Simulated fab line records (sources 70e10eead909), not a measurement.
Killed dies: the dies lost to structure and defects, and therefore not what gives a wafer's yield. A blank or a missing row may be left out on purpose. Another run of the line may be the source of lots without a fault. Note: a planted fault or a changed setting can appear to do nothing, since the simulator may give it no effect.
fab line records    flow nandHarc
record lots=12  wafers=35  lastDay=33
route steps=1302 shown A_CHANNEL_FILL_D2@638 A_STAIRCASE@650 END@1302
lots that met no fault: from a run of the same line without faults
startH: the number of hours between the record's first day and the start of the first shown wafer of the lot    waitH: hours elapsed since this lot's preceding step    " identical to the entry in the row above    L1.1+2: a row that stands for several wafers    - no value, or no start given    * or withheld: withheld    < > ~ a bound
route shown NAME@n: NAME is a module with steps in the file, n the number in the route of the first one    usual: mean/standard deviation taken from wafers without a fault    same: alike in all rows    chamber/n: place in a boat    sites: readings site by site    _std_site: standard deviation across them    _edge_site: mean of outer sites minus mean of inner sites    radiusMm: how far each site lies from the wafer's centre    mask NAME#n: copy n    behind: the tool/chamber that last shaped the wafer    hold: why the lot was held/for how many hours/how that ended    device: which transistor (n, p or np) failed to switch    end of line: at the end of the route, the tests of the same wafers    a step given without rows: its recipe and nothing more    killed: dies lost to structure and defects at the first sort, not the wafer's yield    map: per-die view of a wafer (x killed, . not killed, _ where there is no die)
set.NAME: the setting that was run; set.NAME@STEP: the one run at that earlier step    model.NAME: the simulator's own value behind a step, which no gauge read
route steps across a sampled set of lots; one table per step, one row per wafer
services: from which hour (startH, from the record's first day; less than 0 if before it) a tool's chamber was out of use, for how many hours, and why
## steps
# step NHARC_A_CHANNEL_FILL_D2_INSPECT_13
# usual rawDefectCount=369/120
lot.wafer  tool              chamber  startH  waitH  rawDefectCount
L974.1     defectInspect-02  -        352.94  0.2    478
L974.2     "                 -        "       "      419
L974.3     "                 -        "       "      275
L975.2     defectInspect-02  -        364.74  0.1    452
L975.4     "                 -        "       "      311
L975.6     "                 -        "       "      306
L977.4     defectInspect-02  -        384.60  0.1    538
L977.5     "                 -        "       "      376
L977.6     "                 -        "       "      401
L978.3     defectInspect-02  -        384.62  0.1    489
L978.4     "                 -        "       "      499
L978.6     "                 -        "       "      505
L980.3     defectInspect-02  -        397.13  0.1    363
L980.4     "                 -        "       "      430
L980.5     "                 -        "       "      297
L981.2     defectInspect-02  -        416.12  0.1    415
L981.3     "                 -        "       "      416
L981.5     "                 -        "       "      214
L988.2     defectInspect-02  -        491.75  0.1    251
L988.4     "                 -        "       "      361
L988.5     "                 -        "       "      607
L989.1     defectInspect-02  -        491.92  0.2    238
L989.3     "                 -        "       "      234
L990.1     defectInspect-02  -        512.96  0.2    323
L990.3     "                 -        "       "      238
L990.4     "                 -        "       "      293
L992.1     defectInspect-01  -        537.25  0.2    389
L992.2     "                 -        "       "      409
L992.4     "                 -        "       "      347
L993.1     defectInspect-02  -        541.89  0.2    345
L993.3     "                 -        "       "      275
L993.5     "                 -        "       "      296
L996.4     defectInspect-02  -        568.91  0.1    747
L996.5     "                 -        "       "      358
L996.6     "                 -        "       "      538
# step NHARC_A_STAIRCASE_DESCUM_168
# recipe timeS=3  o2FlowSccm=200  arFlowSccm=0  biasPowerW=0  chemistry=O2
# usual drypumpMotorCurrentA=5.5/0.59  oesProductAu=0.998/0.011  rfVppV=57.8/0.92  showerheadPlenumPTorr=1.92/0.088  throttleValvePct=11.310/0.0087
lot.wafer  tool        chamber  startH  waitH  drypumpMotorCurrentA  oesProductAu  rfHoursCounterH  rfVppV  showerheadPlenumPTorr  throttleValvePct
L974.3     rieDiel-09  0        354.20  -      6.1                   0.984         9                57.6    2.04                   11.318
L974.1     "           1        "       "      6.2                   1.007         10               58.1    1.90                   11.319
L974.2     "           2        "       "      5.0                   0.990         10               57.3    1.77                   11.306
L975.2     rieDiel-09  0        365.88  -      6.1                   1.005         13               59.2    2.04                   11.318
L975.4     "           1        "       "      6.2                   0.992         15               58.3    1.90                   11.310
L975.6     "           0        "       "      6.1                   0.989         -                57.1    2.04                   11.316
L978.3     rieDiel-08  3        385.67  -      4.9                   1.012         2                58.5    1.90                   11.320
L978.4     "           3        "       "      4.9                   1.007         -                57.7    1.90                   11.304
L978.6     "           0        "       "      5.5                   0.991         -                57.3    1.84                   11.310
L977.4     rieDiel-09  1        385.82  -      6.2                   0.988         22               56.3    1.89                   11.315
L977.5     "           1        "       "      6.2                   0.994         -                58.5    1.89                   11.316
L977.6     "           2        "       "      5.0                   0.985         -                57.5    1.77                   11.308
L980.3     rieDiel-09  3        398.34  -      4.7                   1.005         28               57.7    1.92                   11.321
L980.4     "           0        "       "      6.1                   0.985         27               58.7    2.03                   11.315
L980.5     "           2        "       "      5.0                   0.986         -                56.1    1.77                   11.314
L981.2     rieDiel-09  1        417.33  -      6.2                   0.987         33               57.8    1.89                   11.329
L981.3     "           0        "       "      6.2                   0.990         33               58.9    2.03                   11.324
L981.5     "           2        "       "      5.0                   0.976         -                59.2    1.77                   11.297
L988.2     rieDiel-09  0        492.81  -      6.1                   0.991         60               56.7    2.02                   11.319
L988.4     "           2        "       "      5.0                   0.989         63               57.0    1.76                   11.326
L988.5     "           3        "       "      4.7                   1.008         -                56.3    1.91                   11.301
L989.3     rieDiel-09  1        492.97  -      6.2                   0.986         61               58.0    1.88                   11.302
L989.1     "           3        "       "      4.7                   1.004         55               58.0    1.91                   11.314
L990.1     rieDiel-08  0        513.88  -      5.5                   0.997         47               57.6    1.83                   11.303
L990.3     "           1        "       "      5.6                   1.001         43               59.4    2.05                   11.303
L990.4     "           3        "       "      4.8                   1.002         44               57.7    1.89                   11.304
L992.2     rieDiel-09  1        538.30  -      6.2                   0.982         8                57.6    1.88                   11.308
L992.1     "           3        "       "      4.7                   1.007         9                58.4    1.91                   11.321
L992.4     "           0        "       "      6.1                   0.996         9                56.5    2.02                   11.319
L993.3     rieDiel-08  3        542.95  -      4.8                   1.001         53               57.4    1.89                   11.309
L993.1     "           1        "       "      5.6                   1.003         53               57.8    2.04                   11.319
L993.5     "           2        "       "      5.6                   1.005         -                58.2    1.88                   11.298
L996.6     rieDiel-09  2        570.10  -      5.0                   0.988         -                56.8    2.07                   11.320
L996.5     "           3        "       "      4.7                   1.005         -                58.4    1.90                   11.319
L996.4     "           0        "       "      6.1                   0.990         -                57.1    2.01                   11.317
# step NHARC_A_STAIRCASE_TRIM_12
# recipe timeS=211.2  o2FlowSccm=500  arFlowSccm=0  biasW=0  chemistry=O2
# usual drypumpMotorCurrentA=5.5/0.6  oesProductAu=1.001/0.0097  rfVppV=57.8/0.89  showerheadPlenumPTorr=3.55/0.15  throttleValvePct=17.036/0.0083
lot.wafer  tool        chamber  startH  waitH  drypumpMotorCurrentA  oesProductAu  rfHoursCounterH  rfVppV  showerheadPlenumPTorr  throttleValvePct
L974.3     rieDiel-02  0        356.18  0.1    6.7                   1.006         37               57.5    3.76                   17.040
L974.2     "           1        "       "      6.3                   0.992         43               58.2    3.60                   17.028
L974.1     "           2        "       "      5.7                   1.000         42               57.7    3.60                   17.033
L975.2     rieDiel-02  0        368.01  0.1    6.7                   1.002         41               58.6    3.76                   17.035
L975.6     "           3        "       "      5.0                   1.000         -                57.7    3.39                   17.022
L975.4     "           1        "       "      6.3                   1.005         -                56.8    3.60                   17.037
L978.4     rieDiel-08  2        387.81  0.2    5.5                   1.004         1                57.4    3.51                   17.030
L978.3     "           3        "       "      4.9                   1.007         3                58.6    3.51                   17.042
L978.6     "           1        "       "      5.6                   0.987         -                59.0    3.78                   17.037
L977.4     rieDiel-02  3        387.92  0.1    4.9                   1.006         46               57.1    3.39                   17.039
L977.6     "           0        "       "      6.8                   1.005         -                59.4    3.76                   17.043
L977.5     "           1        "       "      6.3                   0.995         -                56.9    3.60                   17.038
L980.4     rieDiel-08  1        400.70  0.2    5.7                   1.012         10               59.8    3.77                   17.040
L980.3     "           3        "       "      4.9                   1.020         9                56.2    3.50                   17.037
L980.5     "           1        "       "      5.6                   0.998         -                59.8    3.77                   17.030
L981.2     rieDiel-09  2        419.24  0.1    5.0                   0.978         37               58.3    3.28                   17.048
L981.3     "           3        "       "      4.7                   1.009         35               58.8    3.54                   17.033
L981.5     "           3        "       "      4.7                   1.002         -                57.6    3.54                   17.043
L988.4     rieDiel-08  1        494.85  0.1    5.6                   0.862         37               58.2    3.76                   17.043
L988.2     "           2        "       "      5.6                   0.994         37               56.2    3.49                   17.038
L988.5     "           2        "       "      5.6                   0.992         -                58.0    3.49                   17.042
L989.3     rieDiel-08  0        494.94  0.1    5.6                   0.991         41               57.2    3.39                   17.029
L989.1     "           1        "       "      5.6                   0.843         37               58.2    3.76                   17.037
L990.1     rieDiel-08  0        515.81  0.1    5.6                   0.843         47               58.0    3.39                   17.049
L990.4     "           1        "       "      5.6                   0.855         43               57.9    3.75                   17.033
L990.3     "           2        "       "      5.6                   1.005         43               55.6    3.48                   17.056
L992.1     rieDiel-09  0        540.11  0.1    6.1                   1.005         9                57.0    3.71                   17.038
L992.2     "           3        "       "      4.7                   1.018         10               57.7    3.52                   17.037
L992.4     "           0        "       "      6.1                   0.994         -                57.6    3.71                   17.031
L993.1     rieDiel-09  3        544.97  0.1    4.7                   1.006         12               57.8    3.52                   17.024
L993.3     "           0        "       "      6.1                   0.989         11               58.4    3.71                   17.032
L993.5     "           3        "       "      4.7                   1.011         -                58.2    3.52                   17.053
L996.5     rieDiel-09  3        575.97  0.1    4.7                   1.008         -                58.3    3.51                   17.041
L996.6     "           0        "       "      6.1                   0.997         -                57.3    3.70                   17.050
L996.4     "           2        "       "      5.0                   1.001         -                58.1    3.79                   17.032
# step NHARC_A_STAIRCASE_TRIM_20
# recipe timeS=211.2  o2FlowSccm=500  arFlowSccm=0  biasW=0  chemistry=O2
# usual drypumpMotorCurrentA=5.6/0.61  oesProductAu=1.001/0.01  rfVppV=57.8/0.85  showerheadPlenumPTorr=3.55/0.14  throttleValvePct=17.037/0.0088
lot.wafer  tool        chamber  startH  waitH  drypumpMotorCurrentA  oesProductAu  rfHoursCounterH  rfVppV  showerheadPlenumPTorr  throttleValvePct
L974.2     rieDiel-02  0        357.25  0.1    6.7                   1.006         37               58.6    3.76                   17.030
L974.3     "           2        "       "      5.7                   0.996         43               58.2    3.60                   17.043
L974.1     "           3        "       "      5.0                   0.998         37               56.6    3.39                   17.031
L975.4     rieDiel-09  2        369.31  0.1    5.0                   0.993         18               57.8    3.29                   17.039
L975.2     "           3        "       "      4.7                   1.008         17               58.0    3.55                   17.032
L975.6     "           1        "       "      6.3                   0.992         -                59.4    3.50                   17.024
L977.4     rieDiel-02  3        389.02  0.1    4.9                   1.005         47               57.8    3.39                   17.024
L977.5     "           2        "       "      5.7                   0.997         -                57.3    3.60                   17.050
L977.6     "           3        "       "      4.9                   1.005         -                58.7    3.39                   17.041
L978.4     rieDiel-08  2        389.17  0.2    5.6                   1.012         2                57.4    3.50                   17.034
L978.3     "           3        "       "      4.8                   1.009         3                57.7    3.51                   17.017
L978.6     "           1        "       "      5.6                   1.001         -                57.7    3.78                   17.024
L980.3     rieDiel-08  0        402.47  0.1    5.6                   0.999         11               56.8    3.41                   17.045
L980.4     "           0        "       "      5.6                   1.008         -                57.4    3.41                   17.045
L980.5     "           2        "       "      5.6                   1.008         -                58.3    3.50                   17.044
L981.3     rieDiel-02  1        423.05  0.1    6.3                   0.997         7                57.5    3.59                   17.050
L981.2     "           2        "       "      5.7                   0.993         6                56.5    3.59                   17.049
L981.5     "           1        "       "      6.3                   0.983         -                59.6    3.59                   17.037
L988.4     rieDiel-02  1        496.00  0.1    6.3                   0.984         31               57.7    3.58                   17.037
L988.2     "           2        "       "      5.7                   0.984         25               57.4    3.58                   17.048
L988.5     "           2        "       "      5.7                   0.987         -                58.8    3.58                   17.041
L989.1     rieDiel-08  2        496.09  0.1    5.5                   0.997         38               57.9    3.48                   17.047
L989.3     "           0        "       "      5.6                   1.001         42               58.1    3.39                   17.026
L990.3     rieDiel-02  3        516.82  0.1    4.9                   1.010         39               58.4    3.37                   17.035
L990.1     "           0        "       "      6.7                   1.014         40               58.9    3.73                   17.060
L990.4     "           2        "       "      5.7                   0.996         32               57.7    3.58                   17.041
L992.4     rieDiel-08  2        541.30  0.1    5.6                   1.010         52               59.0    3.48                   17.037
L992.1     "           0        "       "      5.5                   1.012         55               57.8    3.38                   17.041
L992.2     "           1        "       "      5.6                   1.004         53               58.2    3.75                   17.031
L993.3     rieDiel-02  1        546.17  0.1    6.3                   0.995         47               58.5    3.57                   17.035
L993.1     "           0        "       "      6.7                   1.009         50               58.7    3.73                   17.042
L993.5     "           1        "       "      6.3                   0.977         -                57.1    3.57                   17.028
L996.4     rieDiel-08  3        577.91  0.1    4.9                   1.017         9                59.0    3.47                   17.019
L996.6     "           2        "       "      5.6                   1.005         -                57.2    3.47                   17.044
L996.5     "           3        "       "      4.8                   1.006         -                56.9    3.47                   17.035
# step NHARC_END_SORT_01
# recipe tempC=25
# usual killedAtArray=55/23  killedAtOther=1.0/1.2  killedAtPeriphery=3.2/2.7  killedDies=59/23  killedOpen=3.1/1.6  killedShort=2.2/1.5
# same grossDies=677
lot.wafer  tool       chamber  startH  waitH  killedAtArray  killedAtOther  killedAtPeriphery  killedDies  killedOpen  killedShort
L988.4     prober-02  0        701.01  7.2    67             0              4                  71          5           5
# killed by level:class
L988.4 A_CHANNEL_HOLE_D1:chamberFilmFlake=32 A_CONTACT:chamberFilmFlake=7 A_STAIRCASE:chamberFilmFlake=6 A_CHANNEL_HOLE_D2:chamberFilmFlake=4 A_SLIT:chamberFilmFlake=3 A_M1:chamberFilmFlake=3 A_WL_FILL:geometricParticle:short=2 P_GATE:chamberFilmFlake=2
## services
tool        chamber  startH  hours  kind
rieDiel-09  0        354.19  -      clean
rieDiel-09  1        354.19  -      clean
rieDiel-09  2        354.19  -      clean
rieDiel-09  3        354.19  -      clean
rieDiel-08  -        367.84  9.0    pm
rieDiel-09  0        378.72  -      clean
rieDiel-09  1        378.72  -      clean
rieDiel-09  2        378.72  -      clean
rieDiel-09  3        378.72  -      clean
rieDiel-08  2        379.29  7.0    repair
rieDiel-02  -        393.86  9.0    pm
rieDiel-08  1        401.22  6.6    repair
rieDiel-09  0        403.36  -      clean
rieDiel-09  1        403.36  -      clean
rieDiel-09  2        403.36  -      clean
rieDiel-02  -        442.16  0.3    repair
rieDiel-09  3        451.33  8.9    repair
rieDiel-02  2        455.77  5.2    repair
rieDiel-08  0        465.72  2.6    repair
rieDiel-09  -        497.17  9.0    pm
rieDiel-09  1        539.60  45.0   repair
rieDiel-08  -        544.89  9.0    pm
rieDiel-08  -        569.67  0.4    repair
rieDiel-02  -        570.88  9.0    pm
## key
firstSign step=NHARC_A_STAIRCASE_TRIM_12  reading=oesProductAu  direction=down  sigmas=16  usual=1.001  struck=0.851
effect none on later readings
metAt NHARC_A_STAIRCASE_TRIM_12
struckLots L988,L989,L990
struckWafers L988.4,L989.1,L990.1,L990.4
testerLeftOut L988,L989,L990
notActingAt NHARC_A_CHANNEL_FILL_D2_INSPECT_13,NHARC_A_STAIRCASE_DESCUM_168,NHARC_A_STAIRCASE_TRIM_20
onsetBetween 400.70 494.85
fault kind=processParameterDrift  tool=rieDiel-08  chamber=-  onsetH=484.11  steps=NHARC_A_STAIRCASE_TRIM_12  channel=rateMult  offset=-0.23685  shape=step  endH=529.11  scope=struckWafersOnly
# testerLeftOut: of these lots the tester's yield and bins aren't shown, on N5 and GAA mostly nor the transistor test; their killed dies are dies lost to structure and defects alone, not to doping, threshold or leakage, so they don't give the yield
